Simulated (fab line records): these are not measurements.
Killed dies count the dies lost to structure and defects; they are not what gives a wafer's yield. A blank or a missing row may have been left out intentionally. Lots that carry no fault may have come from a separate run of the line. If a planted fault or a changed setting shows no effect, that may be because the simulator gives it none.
A struck lot beside a sound one -- flow n5_finfet -- 18 steps out of a route of 1938
Sound: the wafers L562.2, L562.3, L562.6. The struck wafers were L565.3, L565.4. The cause is given at the end.
Each step with rows lists, per side, the tool, then ch with its chambers, then its first start. Under that, the readings that differ: sound wafers -- struck wafers -- difference of the means -- sigmas: that difference in standard deviations of wafers without a fault.
alike: a reading whose means differ by less than 2 such deviations, as well as words and numbers matching on both sides. not compared: withheld readings; readings where some wafer has no value; bounds like >300 that might hide an equal value; numbers whose values overlap and for which the record gives no deviation.
A row with sigmas, a row that says differs or no value, or rows on one side alone: a step with any of these is where the two part. Non-overlapping numbers with no deviation appear without sigmas and do not part them. A reading that every wafer of one side lacks parts them only if that side has two wafers or more.

N5_BEOL_M9_ETCH_62: etches SOC in N2/H2, target depth 110 nm, overetch 22 nm, time 165 s.
  sound on rie_diel-05 ch 1,2,3, day 11 08:38; struck on rie_diel-02 ch 2,3, day 12 16:19
  alike: drypump_motor_current_A, oes_product_au, rf_vpp_V, showerhead_plenum_p_Torr, throttle_valve_pct
  not compared: rf_hours_counter_h
then, 1 step without rows for these wafers: N5_BEOL_M9_STRIP_68 (strips in N2/H2).
N5_BEOL_M9_STRIP_67: strips in CF4.
  sound on rie_diel-05 ch 1,2,3, day 11 08:47; struck on rie_diel-02 ch 2,3, day 12 16:28
  alike: drypump_motor_current_A, oes_product_au, rf_vpp_V, showerhead_plenum_p_Torr, throttle_valve_pct
  not compared: rf_hours_counter_h
N5_BEOL_M9_HM_OPEN_17: chemistry Cl2/BCl3, target TiN, target depth 20 nm, overetch 6 nm.
  sound on rie_metal-01 ch 0,1, day 11 08:49; struck on rie_metal-01 ch 0,1, day 12 16:32
  alike: drypump_motor_current_A, he_backside_leak_sccm, oes_product_au, throttle_valve_pct
  not compared: rf_hours_counter_h
N5_BEOL_M9_STRIP_19: strips in O2.
  sound on rie_diel-04 ch 1,2, day 11 08:56; struck on rie_diel-05 ch 2,3, day 12 16:37
  alike: drypump_motor_current_A, o2_flow_sccm, oes_product_au, rf_vpp_V, showerhead_plenum_p_Torr, throttle_valve_pct
  not compared: rf_hours_counter_h
N5_BEOL_M9_CD_MEAS_18: pitch 140 nm, target cd 70 nm.
  sound on cd_sem-01, day 11 09:00; struck on cd_sem-03, day 12 16:41
  alike: cd_nm
then, 6 steps without rows for these wafers: N5_BEOL_M9_COAT_63 (time 60 s, resist thk 60 nm); N5_BEOL_M9_COAT_64 (time 60 s, resist thk 12 nm); N5_BEOL_M9_COAT_75 (time 60 s, resist thk 5 nm); N5_BEOL_M9_COAT_22 (resist thk 30 nm); N5_BEOL_M9_EBR_24; N5_BEOL_M9_SOFTBAKE_23 (time 60 s).
N5_BEOL_M9_EXPOSE_25: exposes mask V8.
  sound on euv_scanner-01 ch 0, day 11 09:35; struck on euv_scanner-02 ch 0, day 12 19:44
reading,sound,struck,difference,sigmas
model.BEOL_M9.overlay_x_nm (nm),-0.2 -0.2 -0.2,12.6 12.6,+12.8,
  alike: mask
then, 2 steps without rows for these wafers: N5_BEOL_M9_PEB_26 (peb time 60 s); N5_BEOL_M9_DEVELOP_27 (develop time 30 s).
N5_BEOL_M9_CD_MEAS_28: the cd target is 70 nm.
  sound on cd_sem-01 ch 0, day 11 09:43; struck on cd_sem-03 ch 0, day 12 19:52
  alike: cd_nm
N5_BEOL_M9_OVL_MEAS_29:
  sound on overlay-01 ch 0, day 11 09:45; struck on overlay-01 ch 0, day 12 19:54
reading,sound,struck,difference,sigmas
V8_OVL (nm),-0.3 0.1 -0.2,12.7 12.4,+12.7,+16
N5_BEOL_M9_INSPECT_30: inspects for defects (brightfield).
  sound on defect_inspect-02, day 11 09:48; struck on defect_inspect-02, day 12 19:57
  alike: raw_defect_count

== WHERE THEY PART ==
Within this record, at N5_BEOL_M9_OVL_MEAS_29 only. Later steps at which nothing parts them and some readings are alike: N5_BEOL_M9_INSPECT_30.

WHY: whatever the simulator had introduced
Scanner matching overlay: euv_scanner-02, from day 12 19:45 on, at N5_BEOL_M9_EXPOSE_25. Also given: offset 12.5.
